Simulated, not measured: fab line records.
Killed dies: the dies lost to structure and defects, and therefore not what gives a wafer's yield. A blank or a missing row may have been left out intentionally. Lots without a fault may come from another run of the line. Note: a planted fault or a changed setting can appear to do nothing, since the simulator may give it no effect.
Chamber matching	flow nand_harc	NHARC_A_STAIRCASE_DESCUM_186 on rie_diel-06 has 4 sister chambers
The step chemistry O2, time 3 s. 18 wafers are shown with their chamber, then 9 later ones without.

== EACH WAFER AND ITS CHAMBER ==
wafer	chamber	drypump_motor_current_A (A)	oes_product_au (a.u.)	showerhead_plenum_p_Torr (Torr)
L075.2	0	5.7	1.001	1.80
L075.5	0	5.7	0.992	1.80
L075.6	3	5.7	1.007	1.79
L076.2	1	6.0	1.023	1.78
L076.3	2	5.6	1.005	1.89
L076.6	1	6.0	1.023	1.78
L079.1	0	5.8	0.992	1.79
L079.3	3	5.8	1.002	1.78
L079.6	1	6.0	1.017	1.77
L080.2	3	5.6	0.998	1.78
L080.3	0	5.7	0.988	1.79
L080.5	3	5.7	1.005	1.78
L085.3	2	5.6	1.015	1.88
L085.5	3	5.8	1.009	1.77
L085.6	2	5.5	1.015	1.88
L090.3	2	5.6	1.050	1.87
L090.4	1	6.0	1.013	2.07
L090.5	0	5.8	0.981	1.78

SIGNATURES, as means of the wafers listed above
reading	chamber 0	chamber 1	chamber 2	chamber 3	scatter within a chamber
drypump_motor_current_A	5.740	6.000	5.575	5.720	0.0582
oes_product_au	0.99080	1.01900	1.02125	1.00420	0.0104
showerhead_plenum_p_Torr	1.7920	1.8500	1.8800	1.7800	0.0683
Rule: for a wafer and a chamber, the distance is found by dividing, reading by reading, the gap between the wafer's reading and the chamber's mean by the reading's scatter, squaring, summing and taking the root. If the next closest chamber is less than 2 further off than the closest, the wafer can't be placed; otherwise it belongs to the closest. The scatter: take each reading less its chamber's mean, square it, sum over the shown wafers, divide by the number of wafers less the number of chambers, and take the root.

== WAFERS WITHOUT THEIR CHAMBER ==
wafer	drypump_motor_current_A (A)	oes_product_au (a.u.)	showerhead_plenum_p_Torr (Torr)
L092.1	6.0	1.016	2.07
L092.3	5.7	1.017	2.07
L092.5	5.5	1.030	1.87
L096.3	5.8	0.990	1.78
L096.5	5.7	0.998	1.78
L096.6	5.7	1.024	2.07
L097.1	5.5	1.022	1.87
L097.3	5.7	1.019	2.07
L097.4	5.5	1.022	1.86

== WHICH CHAMBER EACH WENT THROUGH ==
wafer	from the rows above	in truth
L092.1	1	1
L092.3	can't be placed: 2 or 3 or 0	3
L092.5	2	2
L096.3	can't be placed: 0 or 3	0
L096.5	can't be placed: 3 or 0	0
L096.6	can't be placed: 2 or 3 or 0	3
L097.1	2	2
L097.3	can't be placed: 2 or 3 or 0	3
L097.4	2	2
Correctly placed: 4 of 9. Can't be placed from these rows: 5 (the true chamber is among the candidates in 5). Placed wrongly: 0.
